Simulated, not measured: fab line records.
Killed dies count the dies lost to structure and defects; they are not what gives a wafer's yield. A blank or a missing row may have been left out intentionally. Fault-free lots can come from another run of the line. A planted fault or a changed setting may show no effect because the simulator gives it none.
Split-lot trial || flow n5 finfet || 21 wafers read across 7 lots, on a route 1938 steps long

## ABOUT THE SPLIT
At N5_BEOL_M10_PECVD_70 (deposits SiO2 from TEOS/O2, target thk 20 nm, time 22.7 s), the setting temp c was moved away from the recipe's 400 C on 7 of the 21 wafers read, by -4.0% to -1.7%. The other wafers ran this setting at the recipe's value.

The reading is taken at the split's own step.

## THE READING
SiO2_of_BEOL_M10_PECVD_70.thk nm (the simulator's own value, which no gauge read), in nm, at N5_BEOL_M10_PECVD_70 (deposits SiO2 from TEOS/O2, target thk 20 nm, time 22.7 s). The file gives no usual value for it. Average 19.8 nm, standard deviation 0.24 nm, over the 14 wafers here run with the recipe.

{"wafer": "L076.2", "tool, chamber at the split": "pecvd-02, 1,2", "temp c as run, C": 400, "against the recipe": "recipe", "SiO2_of_BEOL_M10_PECVD_70.thk nm, nm": 19.8, "against lot-mates on the recipe": "-"}
{"wafer": "L076.5", "tool, chamber at the split": "pecvd-02, 1,2", "temp c as run, C": 400, "against the recipe": "recipe", "SiO2_of_BEOL_M10_PECVD_70.thk nm, nm": 19.8, "against lot-mates on the recipe": "-"}
{"wafer": "L076.4", "tool, chamber at the split": "pecvd-02, 0", "temp c as run, C": 400, "against the recipe": "recipe", "SiO2_of_BEOL_M10_PECVD_70.thk nm, nm": 20.2, "against lot-mates on the recipe": "-"}
{"wafer": "L079.1", "tool, chamber at the split": "pecvd-01, 2", "temp c as run, C": 391.7, "against the recipe": "-2.1%", "SiO2_of_BEOL_M10_PECVD_70.thk nm, nm": 21, "against lot-mates on the recipe": "+1.0"}
{"wafer": "L079.2", "tool, chamber at the split": "pecvd-01, 0", "temp c as run, C": 400, "against the recipe": "recipe", "SiO2_of_BEOL_M10_PECVD_70.thk nm, nm": 20, "against lot-mates on the recipe": "-"}
{"wafer": "L079.4", "tool, chamber at the split": "pecvd-01, 0", "temp c as run, C": 391.7, "against the recipe": "-2.1%", "SiO2_of_BEOL_M10_PECVD_70.thk nm, nm": 21.2, "against lot-mates on the recipe": "+1.2"}
{"wafer": "L083.3", "tool, chamber at the split": "pecvd-02, 2", "temp c as run, C": 393.4, "against the recipe": "-1.7%", "SiO2_of_BEOL_M10_PECVD_70.thk nm, nm": 20.8, "against lot-mates on the recipe": "no lot-mate on the recipe"}
{"wafer": "L083.5", "tool, chamber at the split": "pecvd-02, 2", "temp c as run, C": 393.4, "against the recipe": "-1.7%", "SiO2_of_BEOL_M10_PECVD_70.thk nm, nm": 20.8, "against lot-mates on the recipe": "no lot-mate on the recipe"}
{"wafer": "L083.4", "tool, chamber at the split": "pecvd-02, 0", "temp c as run, C": 393.4, "against the recipe": "-1.7%", "SiO2_of_BEOL_M10_PECVD_70.thk nm, nm": 21, "against lot-mates on the recipe": "no lot-mate on the recipe"}
{"wafer": "L088.1", "tool, chamber at the split": "pecvd-01, 1,0", "temp c as run, C": 400, "against the recipe": "recipe", "SiO2_of_BEOL_M10_PECVD_70.thk nm, nm": 19.6, "against lot-mates on the recipe": "-"}
{"wafer": "L088.5", "tool, chamber at the split": "pecvd-01, 1,0", "temp c as run, C": 400, "against the recipe": "recipe", "SiO2_of_BEOL_M10_PECVD_70.thk nm, nm": 19.6, "against lot-mates on the recipe": "-"}
{"wafer": "L088.4", "tool, chamber at the split": "pecvd-01, 1", "temp c as run, C": 400, "against the recipe": "recipe", "SiO2_of_BEOL_M10_PECVD_70.thk nm, nm": 19.8, "against lot-mates on the recipe": "-"}
{"wafer": "L089.1", "tool, chamber at the split": "pecvd-02, 2,0", "temp c as run, C": 400, "against the recipe": "recipe", "SiO2_of_BEOL_M10_PECVD_70.thk nm, nm": 19.6, "against lot-mates on the recipe": "-"}
{"wafer": "L089.2", "tool, chamber at the split": "pecvd-02, 2,0", "temp c as run, C": 400, "against the recipe": "recipe", "SiO2_of_BEOL_M10_PECVD_70.thk nm, nm": 19.6, "against lot-mates on the recipe": "-"}
{"wafer": "L089.4", "tool, chamber at the split": "pecvd-02, 2", "temp c as run, C": 400, "against the recipe": "recipe", "SiO2_of_BEOL_M10_PECVD_70.thk nm, nm": 20.2, "against lot-mates on the recipe": "-"}
{"wafer": "L090.1", "tool, chamber at the split": "pecvd-02, 2", "temp c as run, C": 400, "against the recipe": "recipe", "SiO2_of_BEOL_M10_PECVD_70.thk nm, nm": 19.6, "against lot-mates on the recipe": "-"}
{"wafer": "L090.2", "tool, chamber at the split": "pecvd-02, 0", "temp c as run, C": 383.9, "against the recipe": "-4.0%", "SiO2_of_BEOL_M10_PECVD_70.thk nm, nm": 21.8, "against lot-mates on the recipe": "+2.2"}
{"wafer": "L090.5", "tool, chamber at the split": "pecvd-02, 2", "temp c as run, C": 383.9, "against the recipe": "-4.0%", "SiO2_of_BEOL_M10_PECVD_70.thk nm, nm": 22.2, "against lot-mates on the recipe": "+2.6"}
{"wafer": "L092.1", "tool, chamber at the split": "pecvd-02, 0", "temp c as run, C": 400, "against the recipe": "recipe", "SiO2_of_BEOL_M10_PECVD_70.thk nm, nm": 19.4, "against lot-mates on the recipe": "-"}
{"wafer": "L092.3", "tool, chamber at the split": "pecvd-02, 1", "temp c as run, C": 400, "against the recipe": "recipe", "SiO2_of_BEOL_M10_PECVD_70.thk nm, nm": 20, "against lot-mates on the recipe": "-"}
{"wafer": "L092.4", "tool, chamber at the split": "pecvd-02, 1", "temp c as run, C": 400, "against the recipe": "recipe", "SiO2_of_BEOL_M10_PECVD_70.thk nm, nm": 20, "against lot-mates on the recipe": "-"}
When a row names more than one chamber, that row covers several wafers, and the file does not tell which wafer ran in which chamber.

THE FIT
A straight line over all 21 wafers: SiO2_of_BEOL_M10_PECVD_70.thk nm changes by -0.57 nm for each +1% of temp c; r = -0.96; the points scatter about the line by 0.23 nm.
The same after taking each lot's own level away (the mean of its wafers on the recipe; 18 wafers): -0.585 nm for each +1%; r = -0.97; scatter 0.22 nm.
On that fit, the largest move of temp c shifts the reading by 2.4 nm.
The span of the lots' own levels, 19.60 to 20.00 nm, comes to 1.7 times the standard deviation stated above.
So the lot-to-lot level changes the slope little: the two slopes agree.
Check: +2.44 nm against its lot-mates is what the line predicts for one of the wafers moved furthest among these (-4.0%) when that wafer is left out of the fit. Against them it came out at +2.2 nm.

## OTHER SPLITS ON THESE WAFERS
These wafers also went through other splits before the reading. Each is held against what the fit with the lots' levels taken away leaves over:
{"other split on the same wafers": "N5_BEOL_M9_EXPOSE_08 dose mj", "wafers away from the commonest value": 8, "r with SiO2_of_BEOL_M10_PECVD_70.thk nm (lot level and that fit taken away)": "+0.19"}

## THE FILE'S OWN FIT
SiO2_of_BEOL_M10_PECVD_70.thk nm changes by -0.582 nm for each +1% of temp c, r = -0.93.
